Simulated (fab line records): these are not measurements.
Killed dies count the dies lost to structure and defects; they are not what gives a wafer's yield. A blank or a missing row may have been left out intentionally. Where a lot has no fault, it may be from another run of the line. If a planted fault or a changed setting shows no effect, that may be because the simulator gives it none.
Split-lot experiment ; flow n5Finfet ; 7 lots, 21 wafers read, on a route of 1938 steps

ABOUT THE SPLIT
At N5_BEOL_M6_COAT_05 (resist thk 90 nm), the setting spinRpm was moved away from the recipe's 1500 rpm on 8 of the 21 wafers read, by -10.4% to +3.8%. The other wafers ran this setting at the recipe's value.

FROM THE SPLIT TO THE READING: what the file shows between them, 5 steps
- N5_BEOL_M6_EBR_07
- N5_BEOL_M6_SOFTBAKE_06: time 60 s
- N5_BEOL_M6_EXPOSE_08: exposes mask M6
- N5_BEOL_M6_PEB_09: peb time 60 s
- N5_BEOL_M6_DEVELOP_10: develop time 30 s

THE READING
CAR-ArF_of_BEOL_M6_COAT_05.thkNm (the simulator's own value, which no gauge read), in nm, at N5_BEOL_M6_DESCUM_16 (chemistry O2, time 7.9 s). The file gives no usual value for it. The 13 wafers here that ran the recipe average 83.6 nm, standard deviation 0.29 nm.

wafer;tool, chamber at the split;spinRpm as run, rpm;against the recipe;CAR-ArF_of_BEOL_M6_COAT_05.thkNm, nm;against lot-mates on the recipe
L083.1;lithoTrack-04, 0;1557;+3.8%;81.6;-1.6
L083.3;lithoTrack-04, 0;1557;+3.8%;82.2;-1.0
L083.5;lithoTrack-04, 0;1500;recipe;83.2;-
L080.2;lithoTrack-01, 0;1556;+3.7%;82.2;no lot-mate on the recipe
L080.4;lithoTrack-01, 0;1556;+3.7%;82.2;no lot-mate on the recipe
L080.5;lithoTrack-01, 0;1556;+3.7%;82.2;no lot-mate on the recipe
L079.1;lithoTrack-04, 0;1344;-10.4%;88.4;+4.8
L079.3;lithoTrack-04, 0;1500;recipe;83.4;-
L079.4;lithoTrack-04, 0;1500;recipe;83.8;-
L082.1;lithoTrack-01, 0;1500;recipe;84;-
L082.5;lithoTrack-01, 0;1500;recipe;83.6;-
L082.6;lithoTrack-01, 0;1500;recipe;83.8;-
L092.2;lithoTrack-04, 0;1354;-9.7%;88;+4.4
L092.4;lithoTrack-04, 0;1354;-9.7%;88.2;+4.6
L092.5;lithoTrack-04, 0;1500;recipe;83.6;-
L094.3;lithoTrack-01, 0;1500;recipe;83.2;-
L094.4;lithoTrack-01, 0;1500;recipe;83.2;-
L094.6;lithoTrack-01, 0;1500;recipe;83.2;-
L096.1;lithoTrack-01, 0;1500;recipe;84;-
L096.4;lithoTrack-01, 0;1500;recipe;83.6;-
L096.6;lithoTrack-01, 0;1500;recipe;83.8;-

THE FIT
A straight line over all 21 wafers: CAR-ArF_of_BEOL_M6_COAT_05.thkNm changes by -0.45 nm for each +1% of spinRpm; r = -0.99; the points scatter about the line by 0.29 nm.
The same after taking each lot's own level away (the mean of its wafers on the recipe; 18 wafers): -0.447 nm for each +1%; r = -0.99; scatter 0.21 nm.
According to that fit, moving spinRpm by its largest amount changes the reading by 4.6 nm.
The span of the lots' own levels, 83.20 to 83.80 nm, comes to 2.1 times the standard deviation stated above.
The two slopes are in agreement: the lot-to-lot level therefore moves the slope only a little.
Check: for one of the wafers moved furthest among these (-10.4%), held out of the fit, the line's prediction against its lot-mates is +4.67 nm. It came out at +4.8 nm against them.

FURTHER SPLITS ON THESE WAFERS
Other splits were also applied to these wafers ahead of the reading. Each is held against what the fit with the lots' levels taken away leaves over:
other split on the same wafers;wafers away from the commonest value;r with CAR-ArF_of_BEOL_M6_COAT_05.thkNm (lot level and that fit taken away)
N5_BEOL_M5_EXPOSE_25 doseMj;11;+0.16
N5_BEOL_M5_VIA_ETCH_34 biasW;7;-0.46
N5_BEOL_M6_COAT_60 spinRpm;6;+0.02

THE WHOLE CHAIN: every reading that the file lists as answering this split, in the file's order
step;what it does;reading;change (the file's fit);r (the file's)
N5_BEOL_M6_COAT_05;resist thk 90 nm;CAR-ArF_of_BEOL_M6_COAT_05.thkNm (the simulator's own value, which no gauge read);-0.457 nm for each +1% of the setting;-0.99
N5_BEOL_M6_DEVELOP_10;develop time 30 s;CAR-ArF_of_BEOL_M6_COAT_05.thkNm (the simulator's own value, which no gauge read);-0.467 nm for each +1% of the setting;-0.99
N5_BEOL_M6_DESCUM_16;chemistry O2, time 7.9 s;CAR-ArF_of_BEOL_M6_COAT_05.thkNm (the simulator's own value, which no gauge read);-0.454 nm for each +1% of the setting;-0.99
N5_BEOL_M6_ETCH_61;etches SiARC in CF4, target depth 45.5 nm, time 75.8 s;CAR-ArF_of_BEOL_M6_COAT_05.thkNm (the simulator's own value, which no gauge read);-0.467 nm for each +1% of the setting, in a fit together with spinRpm@BEOL_M6_COAT_60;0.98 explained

FILE'S OWN FIT
CAR-ArF_of_BEOL_M6_COAT_05.thkNm changes by -0.454 nm for each +1% of spinRpm, r = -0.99.
